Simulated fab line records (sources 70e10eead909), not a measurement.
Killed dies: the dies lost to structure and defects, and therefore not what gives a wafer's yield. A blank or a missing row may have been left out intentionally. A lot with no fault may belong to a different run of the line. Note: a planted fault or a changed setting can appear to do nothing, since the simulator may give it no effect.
fab line records / flow nand-harc
record: lots: 5 wafers: 15 last-day: 33
route steps=1302 shown P_GATE@170 END@1302
lots that met no fault: from a run of the same line without faults
start-h: hours from the record's opening day to when the first of the lot's shown wafers began / wait-h: hours since the lot's step before / " identical to the entry in the row above / L1.1+2: one row covering several wafers at once / - no value present, or no start provided / * or withheld: withheld / < > ~ a bound
route shown NAME@n: names a module that has steps shown in the file, with the first one's number in the route / usual: mean/standard deviation taken from wafers without a fault / same: alike in all rows / chamber/n: place in a boat / sites: readings site by site / _std_site: the standard deviation of these / _edge_site: inner sites' mean taken away from outer sites' mean / radius-mm: how far each site lies from the wafer's centre / mask NAME#n: copy n / behind: tool/chamber where the wafer was last shaped / hold: what put the lot on hold/how long, in hours/how the hold closed / device: transistor that didn't switch, given as n, p or np / end of line: the route-end tests of the same wafers / a step with no rows: only its recipe / killed: dies that structure and defects cost at the first sort, which is not the same as the wafer's yield / map: dies across one wafer; x = killed, . = not, _ = none there
set.NAME: the setting the step ran with; set.NAME@STEP: the setting that earlier step ran with / model.NAME: the simulator's own value behind a step, which no gauge read
lots at selected steps of the route; one table per step, one row per wafer
services: when a tool's chamber went out of use (start-h, in hours from the record's first day, below 0 if earlier), for how many hours, and the reason
== steps ==
step: NHARC_P_GATE_CD_MEAS_46
recipe: target-cd-nm: 720 landing-energy-ev: 500
usual: cd-nm: 719.4/1.5
lot.wafer=L703.2 tool=cd-sem-02 chamber=0 start-h=109.00 wait-h=- cd-nm=721.6
lot.wafer=L703.3 tool=cd-sem-02 chamber=0 start-h=109.00 wait-h=- cd-nm=718.3
lot.wafer=L703.6 tool=cd-sem-02 chamber=0 start-h=109.00 wait-h=- cd-nm=720.0
lot.wafer=L711.1 tool=cd-sem-01 chamber=0 start-h=187.88 wait-h=- cd-nm=722.3
lot.wafer=L711.2 tool=cd-sem-01 chamber=0 start-h=187.88 wait-h=- cd-nm=721.2
lot.wafer=L711.6 tool=cd-sem-01 chamber=0 start-h=187.88 wait-h=- cd-nm=717.5
lot.wafer=L715.2 tool=cd-sem-01 chamber=0 start-h=223.69 wait-h=- cd-nm=719.7
lot.wafer=L715.3 tool=cd-sem-01 chamber=0 start-h=223.69 wait-h=- cd-nm=721.4
lot.wafer=L715.5 tool=cd-sem-01 chamber=0 start-h=223.69 wait-h=- cd-nm=719.3
lot.wafer=L724.1 tool=cd-sem-03 chamber=0 start-h=322.83 wait-h=- cd-nm=720.8
lot.wafer=L724.3 tool=cd-sem-03 chamber=0 start-h=322.83 wait-h=- cd-nm=719.5
lot.wafer=L724.4 tool=cd-sem-03 chamber=0 start-h=322.83 wait-h=- cd-nm=720.5
lot.wafer=L725.2 tool=cd-sem-03 chamber=0 start-h=326.83 wait-h=- cd-nm=720.8
lot.wafer=L725.3 tool=cd-sem-03 chamber=0 start-h=326.83 wait-h=- cd-nm=717.3
lot.wafer=L725.4 tool=cd-sem-03 chamber=0 start-h=326.83 wait-h=- cd-nm=718.9
step: NHARC_P_GATE_HARDBAKE_47
recipe: temp-c: 125 time-s: 80
step: NHARC_P_GATE_DESCUM_48
recipe: time-s: 3 o2-flow-sccm: 200 ar-flow-sccm: 0 bias-power-w: 0 chemistry: O2
usual: drypump-motor-current-A: 5.8/0.48 oes-product-au: 0.996/0.011 rf-vpp-V: 57.8/0.94 showerhead-plenum-p-Torr: 1.93/0.072 throttle-valve-pct: 11.311/0.0084
same: time-s: 3
lot.wafer=L703.3 tool=rie-diel-02 chamber=2 start-h=109.18 wait-h=- drypump-motor-current-A=6.2 oes-product-au=0.998 rf-hours-counter-h=5.7 rf-vpp-V=58.5 showerhead-plenum-p-Torr=2.05 throttle-valve-pct=11.313
lot.wafer=L703.2 tool=rie-diel-02 chamber=3 start-h=109.18 wait-h=- drypump-motor-current-A=5.5 oes-product-au=0.985 rf-hours-counter-h=5.1 rf-vpp-V=57.5 showerhead-plenum-p-Torr=1.82 throttle-valve-pct=11.317
lot.wafer=L703.6 tool=rie-diel-02 chamber=1 start-h=109.18 wait-h=- drypump-motor-current-A=4.9 oes-product-au=0.989 rf-hours-counter-h=- rf-vpp-V=56.9 showerhead-plenum-p-Torr=1.86 throttle-valve-pct=11.324
lot.wafer=L711.1 tool=rie-diel-13 chamber=2 start-h=188.05 wait-h=- drypump-motor-current-A=5.5 oes-product-au=0.997 rf-hours-counter-h=0.4 rf-vpp-V=57.0 showerhead-plenum-p-Torr=2.00 throttle-valve-pct=11.310
lot.wafer=L711.2 tool=rie-diel-13 chamber=1 start-h=188.05 wait-h=- drypump-motor-current-A=5.5 oes-product-au=1.007 rf-hours-counter-h=0.6 rf-vpp-V=59.4 showerhead-plenum-p-Torr=1.99 throttle-valve-pct=11.308
lot.wafer=L711.6 tool=rie-diel-13 chamber=3 start-h=188.05 wait-h=- drypump-motor-current-A=5.1 oes-product-au=0.978 rf-hours-counter-h=- rf-vpp-V=57.4 showerhead-plenum-p-Torr=1.97 throttle-valve-pct=11.309
lot.wafer=L715.2 tool=rie-diel-09 chamber=2 start-h=223.87 wait-h=- drypump-motor-current-A=6.2 oes-product-au=1.002 rf-hours-counter-h=4.3 rf-vpp-V=57.8 showerhead-plenum-p-Torr=1.95 throttle-valve-pct=11.300
lot.wafer=L715.3 tool=rie-diel-09 chamber=3 start-h=223.87 wait-h=- drypump-motor-current-A=6.3 oes-product-au=0.996 rf-hours-counter-h=5.1 rf-vpp-V=56.5 showerhead-plenum-p-Torr=1.85 throttle-valve-pct=11.309
lot.wafer=L715.5 tool=rie-diel-09 chamber=1 start-h=223.87 wait-h=- drypump-motor-current-A=6.2 oes-product-au=0.997 rf-hours-counter-h=- rf-vpp-V=57.7 showerhead-plenum-p-Torr=1.97 throttle-valve-pct=11.319
lot.wafer=L724.4 tool=rie-diel-13 chamber=0 start-h=322.99 wait-h=- drypump-motor-current-A=6.2 oes-product-au=1.007 rf-hours-counter-h=7.3 rf-vpp-V=58.3 showerhead-plenum-p-Torr=1.86 throttle-valve-pct=11.285
lot.wafer=L724.1 tool=rie-diel-13 chamber=1 start-h=322.99 wait-h=- drypump-motor-current-A=5.4 oes-product-au=1.009 rf-hours-counter-h=7.2 rf-vpp-V=59.4 showerhead-plenum-p-Torr=1.99 throttle-valve-pct=11.303
lot.wafer=L724.3 tool=rie-diel-13 chamber=2 start-h=322.99 wait-h=- drypump-motor-current-A=5.5 oes-product-au=0.988 rf-hours-counter-h=7.4 rf-vpp-V=58.3 showerhead-plenum-p-Torr=2.00 throttle-valve-pct=11.326
lot.wafer=L725.3 tool=rie-diel-02 chamber=2 start-h=326.99 wait-h=- drypump-motor-current-A=6.2 oes-product-au=1.005 rf-hours-counter-h=5.9 rf-vpp-V=60.2 showerhead-plenum-p-Torr=2.04 throttle-valve-pct=11.318
lot.wafer=L725.2 tool=rie-diel-02 chamber=3 start-h=326.99 wait-h=- drypump-motor-current-A=5.5 oes-product-au=0.973 rf-hours-counter-h=5.4 rf-vpp-V=57.3 showerhead-plenum-p-Torr=1.82 throttle-valve-pct=11.316
lot.wafer=L725.4 tool=rie-diel-02 chamber=1 start-h=326.99 wait-h=- drypump-motor-current-A=5.0 oes-product-au=0.991 rf-hours-counter-h=6.0 rf-vpp-V=56.6 showerhead-plenum-p-Torr=1.86 throttle-valve-pct=11.321
step: NHARC_P_GATE_IMPLANT_49
recipe: energy-kev: 30 dose-cm2: 3e+15 tilt-deg: 7
step: NHARC_P_GATE_STRIP_111
recipe: power-w: 1500 temp-c: 110 time-s: 250 chemistry: N2/H2
usual: drypump-motor-current-A: 6.20/0.21 heater-power-w: 90/9.5
same: time-s: 250
lot.wafer=L703.2 tool=plasma-asher-02 chamber=1 start-h=109.60 wait-h=0.2 drypump-motor-current-A=6.44 heater-power-w=101 rf-hours-counter-h=7
lot.wafer=L703.3 tool=plasma-asher-02 chamber=0 start-h=109.60 wait-h=0.2 drypump-motor-current-A=6.30 heater-power-w=98 rf-hours-counter-h=-
lot.wafer=L703.6 tool=plasma-asher-02 chamber=0 start-h=109.60 wait-h=0.2 drypump-motor-current-A=6.29 heater-power-w=99 rf-hours-counter-h=-
lot.wafer=L711.1 tool=plasma-asher-02 chamber=1 start-h=188.42 wait-h=0.2 drypump-motor-current-A=6.43 heater-power-w=102 rf-hours-counter-h=24
lot.wafer=L711.2 tool=plasma-asher-02 chamber=0 start-h=188.42 wait-h=0.2 drypump-motor-current-A=6.31 heater-power-w=97 rf-hours-counter-h=24
lot.wafer=L711.6 tool=plasma-asher-02 chamber=0 start-h=188.42 wait-h=0.2 drypump-motor-current-A=6.28 heater-power-w=98 rf-hours-counter-h=-
lot.wafer=L715.2 tool=plasma-asher-01 chamber=0 start-h=224.27 wait-h=0.2 drypump-motor-current-A=5.87 heater-power-w=84 rf-hours-counter-h=10
lot.wafer=L715.3 tool=plasma-asher-01 chamber=1 start-h=224.27 wait-h=0.2 drypump-motor-current-A=6.13 heater-power-w=80 rf-hours-counter-h=-
lot.wafer=L715.5 tool=plasma-asher-01 chamber=0 start-h=224.27 wait-h=0.2 drypump-motor-current-A=5.88 heater-power-w=82 rf-hours-counter-h=-
lot.wafer=L724.1 tool=plasma-asher-01 chamber=0 start-h=323.36 wait-h=0.2 drypump-motor-current-A=5.88 heater-power-w=82 rf-hours-counter-h=30
lot.wafer=L724.3 tool=plasma-asher-01 chamber=0 start-h=323.36 wait-h=0.2 drypump-motor-current-A=5.86 heater-power-w=84 rf-hours-counter-h=-
lot.wafer=L724.4 tool=plasma-asher-01 chamber=1 start-h=323.36 wait-h=0.2 drypump-motor-current-A=6.16 heater-power-w=79 rf-hours-counter-h=-
lot.wafer=L725.2 tool=plasma-asher-01 chamber=1 start-h=327.36 wait-h=0.2 drypump-motor-current-A=6.18 heater-power-w=80 rf-hours-counter-h=31
lot.wafer=L725.3 tool=plasma-asher-01 chamber=1 start-h=327.36 wait-h=0.2 drypump-motor-current-A=6.19 heater-power-w=80 rf-hours-counter-h=-
lot.wafer=L725.4 tool=plasma-asher-01 chamber=0 start-h=327.36 wait-h=0.2 drypump-motor-current-A=5.87 heater-power-w=84 rf-hours-counter-h=-
step: NHARC_P_GATE_STRIP_75
recipe: power-w: 1500 temp-c: 250 chemistry: O2
usual: drypump-motor-current-A: 6.20/0.21 heater-power-w: 339/37
lot.wafer=L703.2 tool=plasma-asher-02 chamber=1 start-h=109.86 wait-h=0.2 drypump-motor-current-A=6.44 heater-power-w=382 rf-hours-counter-h=7
lot.wafer=L703.3 tool=plasma-asher-02 chamber=0 start-h=109.86 wait-h=0.2 drypump-motor-current-A=6.28 heater-power-w=372 rf-hours-counter-h=-
lot.wafer=L703.6 tool=plasma-asher-02 chamber=0 start-h=109.86 wait-h=0.2 drypump-motor-current-A=6.30 heater-power-w=365 rf-hours-counter-h=-
lot.wafer=L711.1 tool=plasma-asher-02 chamber=1 start-h=188.72 wait-h=0.2 drypump-motor-current-A=6.45 heater-power-w=380 rf-hours-counter-h=25
lot.wafer=L711.2 tool=plasma-asher-02 chamber=0 start-h=188.72 wait-h=0.2 drypump-motor-current-A=6.30 heater-power-w=383 rf-hours-counter-h=25
lot.wafer=L711.6 tool=plasma-asher-02 chamber=0 start-h=188.72 wait-h=0.2 drypump-motor-current-A=6.30 heater-power-w=366 rf-hours-counter-h=-
lot.wafer=L715.2 tool=plasma-asher-01 chamber=0 start-h=224.53 wait-h=0.2 drypump-motor-current-A=5.86 heater-power-w=305 rf-hours-counter-h=11
lot.wafer=L715.3 tool=plasma-asher-01 chamber=1 start-h=224.53 wait-h=0.2 drypump-motor-current-A=6.17 heater-power-w=300 rf-hours-counter-h=-
lot.wafer=L715.5 tool=plasma-asher-01 chamber=0 start-h=224.53 wait-h=0.2 drypump-motor-current-A=5.86 heater-power-w=310 rf-hours-counter-h=-
lot.wafer=L724.1 tool=plasma-asher-01 chamber=0 start-h=323.66 wait-h=0.3 drypump-motor-current-A=5.88 heater-power-w=320 rf-hours-counter-h=30
lot.wafer=L724.3 tool=plasma-asher-01 chamber=0 start-h=323.66 wait-h=0.3 drypump-motor-current-A=5.89 heater-power-w=311 rf-hours-counter-h=-
lot.wafer=L724.4 tool=plasma-asher-01 chamber=1 start-h=323.66 wait-h=0.3 drypump-motor-current-A=6.17 heater-power-w=286 rf-hours-counter-h=-
lot.wafer=L725.2 tool=plasma-asher-01 chamber=1 start-h=327.66 wait-h=0.2 drypump-motor-current-A=6.16 heater-power-w=301 rf-hours-counter-h=31
lot.wafer=L725.3 tool=plasma-asher-01 chamber=1 start-h=327.66 wait-h=0.2 drypump-motor-current-A=6.16 heater-power-w=294 rf-hours-counter-h=-
lot.wafer=L725.4 tool=plasma-asher-01 chamber=0 start-h=327.66 wait-h=0.2 drypump-motor-current-A=5.85 heater-power-w=315 rf-hours-counter-h=-
step: NHARC_P_GATE_STRIP_50
recipe: time-s: 900 temp-c: 130 chemistry: SPM
step: NHARC_P_GATE_DEHYDRATE_51
recipe: temp-c: 150 time-s: 120
step: NHARC_P_GATE_HMDS_52
recipe: time-s: 30
step: NHARC_P_GATE_COAT_53
recipe: spin-rpm: 3000
step: NHARC_P_GATE_SOFTBAKE_54
recipe: temp-c: 122 time-s: 95
step: NHARC_P_GATE_EBR_55
step: NHARC_P_GATE_EXPOSE_56
recipe: na: 0.6 target-cd-nm: 720 dose-mj: 14.81 mask-id: P_PSD
lot.wafer=L703.2+3+6 tool=krf-scanner-01 chamber=0 start-h=110.63 wait-h=- mask=P_PSD#0
lot.wafer=L711.1+2+6 tool=krf-scanner-04 chamber=0 start-h=189.49 wait-h=- mask=P_PSD#0
lot.wafer=L715.2+3+5 tool=krf-scanner-01 chamber=0 start-h=225.30 wait-h=- mask=P_HVN#0
lot.wafer=L724.1+3+4 tool=krf-scanner-01 chamber=0 start-h=324.30 wait-h=- mask=P_PSD#0
lot.wafer=L725.2+3+4 tool=krf-scanner-04 chamber=0 start-h=328.45 wait-h=- mask=P_PSD#0
step: NHARC_P_GATE_PEB_57
recipe: peb-temp-c: 118 peb-time-s: 85
step: NHARC_P_GATE_DEVELOP_58
recipe: time-s: 70
step: NHARC_P_GATE_CD_MEAS_59
recipe: target-cd-nm: 720 landing-energy-ev: 500
usual: cd-nm: 718.9/2.3
lot.wafer=L703.2 tool=cd-sem-03 chamber=0 start-h=110.78 wait-h=- cd-nm=717.6
lot.wafer=L703.3 tool=cd-sem-03 chamber=0 start-h=110.78 wait-h=- cd-nm=718.3
lot.wafer=L703.6 tool=cd-sem-03 chamber=0 start-h=110.78 wait-h=- cd-nm=718.0
lot.wafer=L711.1 tool=cd-sem-01 chamber=0 start-h=189.64 wait-h=- cd-nm=717.5
lot.wafer=L711.2 tool=cd-sem-01 chamber=0 start-h=189.64 wait-h=- cd-nm=717.1
lot.wafer=L711.6 tool=cd-sem-01 chamber=0 start-h=189.64 wait-h=- cd-nm=717.0
lot.wafer=L715.2 tool=cd-sem-01 chamber=0 start-h=225.45 wait-h=- cd-nm=-
lot.wafer=L715.3 tool=cd-sem-01 chamber=0 start-h=225.45 wait-h=- cd-nm=-
lot.wafer=L715.5 tool=cd-sem-01 chamber=0 start-h=225.45 wait-h=- cd-nm=-
lot.wafer=L724.1 tool=cd-sem-02 chamber=0 start-h=324.46 wait-h=- cd-nm=719.9
lot.wafer=L724.3 tool=cd-sem-02 chamber=0 start-h=324.46 wait-h=- cd-nm=720.9
lot.wafer=L724.4 tool=cd-sem-02 chamber=0 start-h=324.46 wait-h=- cd-nm=720.6
lot.wafer=L725.2 tool=cd-sem-02 chamber=0 start-h=328.60 wait-h=- cd-nm=718.5
lot.wafer=L725.3 tool=cd-sem-02 chamber=0 start-h=328.60 wait-h=- cd-nm=717.2
lot.wafer=L725.4 tool=cd-sem-02 chamber=0 start-h=328.60 wait-h=- cd-nm=715.5
step: NHARC_P_GATE_HARDBAKE_60
recipe: temp-c: 125 time-s: 80
step: NHARC_END_SORT_01
recipe: temp-c: 25
usual: killed-at-array: 62/15 killed-at-other: 0.8/1 killed-at-periphery: 3.7/2.6 killed-dies: 66/15 killed-open: 3.1/1.8 killed-short: 2.6/1.7
same: gross-dies: 677
lot.wafer=L711.1 tool=prober-01 chamber=0 start-h=646.00 wait-h=2.5 killed-at-array=71 killed-at-other=0 killed-at-periphery=10 killed-dies=81 killed-open=2 killed-short=0
lot.wafer=L711.2 tool=prober-01 chamber=0 start-h=646.80 wait-h=2.8 killed-at-array=54 killed-at-other=0 killed-at-periphery=10 killed-dies=64 killed-open=2 killed-short=4
lot.wafer=L711.6 tool=prober-01 chamber=0 start-h=649.99 wait-h=4.0 killed-at-array=52 killed-at-other=2 killed-at-periphery=14 killed-dies=68 killed-open=1 killed-short=3
lot.wafer=L715.2 tool=prober-01 chamber=0 start-h=675.37 wait-h=2.8 killed-at-array=40 killed-at-other=2 killed-at-periphery=635 killed-dies=677 killed-open=2 killed-short=2
lot.wafer=L715.3 tool=prober-01 chamber=0 start-h=676.16 wait-h=3.1 killed-at-array=42 killed-at-other=1 killed-at-periphery=634 killed-dies=677 killed-open=1 killed-short=6
lot.wafer=L715.5 tool=prober-01 chamber=0 start-h=677.75 wait-h=3.7 killed-at-array=53 killed-at-other=1 killed-at-periphery=623 killed-dies=677 killed-open=4 killed-short=6
lot.wafer=L725.2 tool=prober-01 chamber=0 start-h=776.01 wait-h=2.8 killed-at-array=58 killed-at-other=0 killed-at-periphery=7 killed-dies=65 killed-open=3 killed-short=3
lot.wafer=L725.3 tool=prober-01 chamber=0 start-h=776.81 wait-h=3.1 killed-at-array=45 killed-at-other=1 killed-at-periphery=7 killed-dies=53 killed-open=3 killed-short=2
lot.wafer=L725.4 tool=prober-01 chamber=0 start-h=777.62 wait-h=3.4 killed-at-array=47 killed-at-other=0 killed-at-periphery=3 killed-dies=50 killed-open=3 killed-short=2
lot.wafer=L724.1 tool=prober-02 chamber=0 start-h=783.00 wait-h=2.5 killed-at-array=55 killed-at-other=1 killed-at-periphery=4 killed-dies=60 killed-open=5 killed-short=3
lot.wafer=L724.3 tool=prober-02 chamber=0 start-h=784.61 wait-h=3.1 killed-at-array=74 killed-at-other=0 killed-at-periphery=2 killed-dies=76 killed-open=3 killed-short=3
lot.wafer=L724.4 tool=prober-02 chamber=0 start-h=785.41 wait-h=3.4 killed-at-array=65 killed-at-other=3 killed-at-periphery=7 killed-dies=75 killed-open=2 killed-short=1
killed by level:class
L711.1 A_CHANNEL_HOLE_D1:chamber-film-flake=40 A_CHANNEL_HOLE_D2:chamber-film-flake=16 A_CONTACT:chamber-film-flake=9 P_GATE:chamber-film-flake=8 A_ZERO_WELL:chamber-film-flake=2 A_SLIT:chamber-film-flake=2 A_ONON_D2:geometric-particle:open=1 A_SGD_CUT:geometric-particle:open=1
L711.2 A_CHANNEL_HOLE_D1:chamber-film-flake=24 A_CHANNEL_HOLE_D2:chamber-film-flake=14 A_CONTACT:chamber-film-flake=8 P_GATE:chamber-film-flake=5 P_M1:geometric-particle:short=2 P_M1:chamber-film-flake=2 A_DECK1_JOINT:chamber-film-flake=2 A_ONON_D2:geometric-particle:open=1
L711.6 A_CHANNEL_HOLE_D1:chamber-film-flake=25 A_CHANNEL_HOLE_D2:chamber-film-flake=13 P_GATE:chamber-film-flake=7 A_CONTACT:chamber-film-flake=5 A_SLIT:chamber-film-flake=4 P_STI:chamber-film-flake=3 A_DECK1_JOINT:geometric-particle:short=2 A_ZERO_WELL:chamber-film-flake=2
L715.2 P_GATE:area-expose=633 A_CHANNEL_HOLE_D1:chamber-film-flake=25 A_SGD_CUT:chamber-film-flake=3 A_CONTACT:chamber-film-flake=3 P_GATE:chamber-film-flake=2 A_SLIT:chamber-film-flake=2 A_ONON_D2:geometric-particle:short=1 A_CHANNEL_HOLE_D2:geometric-particle:short=1
L715.3 P_GATE:area-expose=630 A_CHANNEL_HOLE_D1:chamber-film-flake=25 A_CONTACT:chamber-film-flake=5 A_WL_FILL:geometric-particle:short=2 P_GATE:chamber-film-flake=2 A_CHANNEL_HOLE_D2:chamber-film-flake=2 A_STAIRCASE:chamber-film-flake=2 P_M1:geometric-particle:short=1
L715.5 P_GATE:area-expose=619 A_CHANNEL_HOLE_D1:chamber-film-flake=27 A_CONTACT:chamber-film-flake=5 A_CHANNEL_HOLE_D2:chamber-film-flake=3 A_WL_FILL:chamber-film-flake=3 A_M1:chamber-film-flake=3 P_M0:geometric-particle:short=2 A_DECK1_JOINT:chamber-film-flake=2
L725.2 A_SLIT:chamber-film-flake=41 A_STAIRCASE:chamber-film-flake=5 P_GATE:chamber-film-flake=4 A_DECK1_JOINT:geometric-particle:short=2 P_ZERO_WELL:chamber-film-flake=2 A_CHANNEL_HOLE_D1:chamber-film-flake=2 A_CONTACT:chamber-film-flake=2 A_CHANNEL_FILL_D2:geometric-particle:short=1
L725.3 A_SLIT:chamber-film-flake=34 P_STI:chamber-film-flake=4 A_CHANNEL_HOLE_D1:chamber-film-flake=4 P_GATE:chamber-film-flake=2 P_M0:geometric-particle:short=1 A_CHANNEL_FILL_D1:geometric-particle:open=1 A_DECK1_JOINT:geometric-particle:open=1 A_SGD_CUT:geometric-particle:short=1
L725.4 A_SLIT:chamber-film-flake=31 A_CHANNEL_HOLE_D1:unspecified=4 A_CHANNEL_HOLE_D1:chamber-film-flake=4 P_GATE:chamber-film-flake=2 A_STAIRCASE:chamber-film-flake=2 A_CHANNEL_HOLE_D1:geometric-particle:open=1 A_CHANNEL_FILL_D1:geometric-particle:open=1 A_CHANNEL_FILL_D1:geometric-particle:short=1
L724.1 A_CHANNEL_HOLE_D2:chamber-film-flake=28 A_CHANNEL_HOLE_D1:chamber-film-flake=8 A_SLIT:chamber-film-flake=5 A_STAIRCASE:chamber-film-flake=3 A_CONTACT:chamber-film-flake=3 P_GATE:geometric-particle:open=1 P_CONTACT:geometric-particle:short=1 P_CONTACT:geometric-particle:open=1
L724.3 A_CHANNEL_HOLE_D2:chamber-film-flake=28 A_CHANNEL_HOLE_D1:chamber-film-flake=14 A_SLIT:chamber-film-flake=8 A_STAIRCASE:chamber-film-flake=7 A_CONTACT:chamber-film-flake=6 A_CHANNEL_FILL_D1:chamber-film-flake=2 A_WL_FILL:chamber-film-flake=2 P_CONTACT:geometric-particle:open=1
L724.4 A_CHANNEL_HOLE_D2:chamber-film-flake=34 A_CHANNEL_HOLE_D1:chamber-film-flake=9 A_CONTACT:chamber-film-flake=8 A_STAIRCASE:chamber-film-flake=7 P_ZERO_WELL:chamber-film-flake=5 A_SLIT:chamber-film-flake=4 THIN_TSV:chamber-film-flake=3 P_M0:geometric-particle:open=2
map L715.2 (x killed, . not)
____________x____________
_________xxxxxxx_________
_______xxxxxxxxxxx_______
______xxxxxxxxxxxxx______
_____xxxxxxxxxxxxxxx_____
____xxxxxxxxxxxxxxxxx____
____xxxxxxxxxxxxxxxxx____
___xxxxxxxxxxxxxxxxxxx___
___xxxxxxxxxxxxxxxxxxx___
__xxxxxxxxxxxxxxxxxxxxx__
__xxxxxxxxxxxxxxxxxxxxx__
_xxxxxxxxxxxxxxxxxxxxxxx_
_xxxxxxxxxxxxxxxxxxxxxxx_
_xxxxxxxxxxxxxxxxxxxxxxx_
_xxxxxxxxxxxxxxxxxxxxxxx_
_xxxxxxxxxxxxxxxxxxxxxxx_
xxxxxxxxxxxxxxxxxxxxxxxxx
xxxxxxxxxxxxxxxxxxxxxxxxx
xxxxxxxxxxxxxxxxxxxxxxxxx
xxxxxxxxxxxxxxxxxxxxxxxxx
xxxxxxxxxxxxxxxxxxxxxxxxx
_xxxxxxxxxxxxxxxxxxxxxxx_
_xxxxxxxxxxxxxxxxxxxxxxx_
_xxxxxxxxxxxxxxxxxxxxxxx_
_xxxxxxxxxxxxxxxxxxxxxxx_
_xxxxxxxxxxxxxxxxxxxxxxx_
__xxxxxxxxxxxxxxxxxxxxx__
__xxxxxxxxxxxxxxxxxxxxx__
___xxxxxxxxxxxxxxxxxxx___
___xxxxxxxxxxxxxxxxxxx___
____xxxxxxxxxxxxxxxxx____
____xxxxxxxxxxxxxxxxx____
_____xxxxxxxxxxxxxxx_____
______xxxxxxxxxxxxx______
_______xxxxxxxxxxx_______
_________xxxxxxx_________
____________x____________
map L703.3 (x killed, . not)
____________.____________
_________......._________
_______..........._______
______.............______
_____..............._____
____.................____
____.................____
___....x..............___
___x.xx........x......___
__..xxxx...............__
__..xxxx...............__
_xxxxxx.....xx.........._
_x.xxxxx................_
_xx.xxxxx..............._
_xxxxxxxx......x........_
_xxxxx.x................_
xxxxx.xx.x...............
..xx..x..................
xxxxx.x..................
...x.xx...x..............
.........................
_......................._
_......................._
_x.....x................_
_.................x....._
_......................._
__.....................__
__............x........__
___..x................___
___...................___
____.....x.......x...____
____.................____
_____..............._____
______.x...........______
_______..........._______
_________......._________
____________.____________
== services ==
tool=rie-diel-09 chamber=2 start-h=89.10 hours=9.4 kind=repair
tool=krf-scanner-04 chamber=- start-h=89.74 hours=25.6 kind=repair
tool=rie-diel-13 chamber=1 start-h=90.09 hours=24.4 kind=repair
tool=plasma-asher-02 chamber=- start-h=90.18 hours=3.4 kind=repair
tool=rie-diel-13 chamber=3 start-h=121.84 hours=8.2 kind=repair
tool=krf-scanner-01 chamber=- start-h=140.00 hours=4.0 kind=pm
tool=krf-scanner-04 chamber=- start-h=142.08 hours=0.6 kind=repair
tool=rie-diel-09 chamber=- start-h=143.10 hours=9.0 kind=pm
tool=krf-scanner-04 chamber=- start-h=156.57 hours=0.7 kind=repair
tool=plasma-asher-01 chamber=- start-h=165.00 hours=9.0 kind=pm
tool=rie-diel-13 chamber=- start-h=165.00 hours=9.0 kind=pm
tool=krf-scanner-01 chamber=- start-h=165.13 hours=0.3 kind=repair
tool=rie-diel-02 chamber=2 start-h=176.32 hours=5.1 kind=repair
tool=krf-scanner-04 chamber=- start-h=182.00 hours=4.0 kind=pm
tool=krf-scanner-01 chamber=- start-h=190.88 hours=0.3 kind=repair
tool=krf-scanner-04 chamber=- start-h=191.32 hours=0.4 kind=repair
tool=rie-diel-02 chamber=- start-h=216.79 hours=9.0 kind=pm
tool=rie-diel-02 chamber=- start-h=245.40 hours=0.6 kind=repair
tool=rie-diel-13 chamber=0 start-h=251.41 hours=1.9 kind=repair
tool=plasma-asher-02 chamber=- start-h=252.29 hours=9.0 kind=pm
tool=plasma-asher-01 chamber=- start-h=261.53 hours=0.6 kind=repair
tool=rie-diel-13 chamber=3 start-h=279.35 hours=7.7 kind=repair
tool=krf-scanner-01 chamber=- start-h=312.00 hours=4.0 kind=pm
tool=rie-diel-13 chamber=0 start-h=314.81 hours=3.6 kind=repair
== key ==
first-sign: step: NHARC_P_GATE_EXPOSE_56 reading: mask direction: changed
effect: step: NHARC_P_GATE_CD_MEAS_59 reading: cd-nm direction: missing
effect: step: NHARC_END_SORT_01 reading: killed-at-periphery direction: up sigmas: 99+ usual: 3.7 struck: 630.7
more-kills-born-at: NHARC_P_GATE_EXPOSE_56@krf-scanner-01: 1882
met-at NHARC_P_GATE_EXPOSE_56
struck-wafers L715.2,L715.3,L715.5
later-rows-left-out L715.2,L715.3,L715.5
tester-left-out L715
onset-between 110.63 225.30
fault: kind: wrong-mask tool: any chamber: - onset-h: 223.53 steps: NHARC_P_GATE_EXPOSE_56 aux-copy: P_HVN#0 scope: struck-lots-only
tester-left-out: of these lots the tester's yield and bins aren't shown, on N5 and GAA mostly nor the transistor test; their killed dies are dies lost to structure and defects alone, not to doping, threshold or leakage, so they don't give the yield
later-rows-left-out: the simulator's readings of these wafers behind a module that went badly wrong aren't trusted and aren't shown, but for the sort
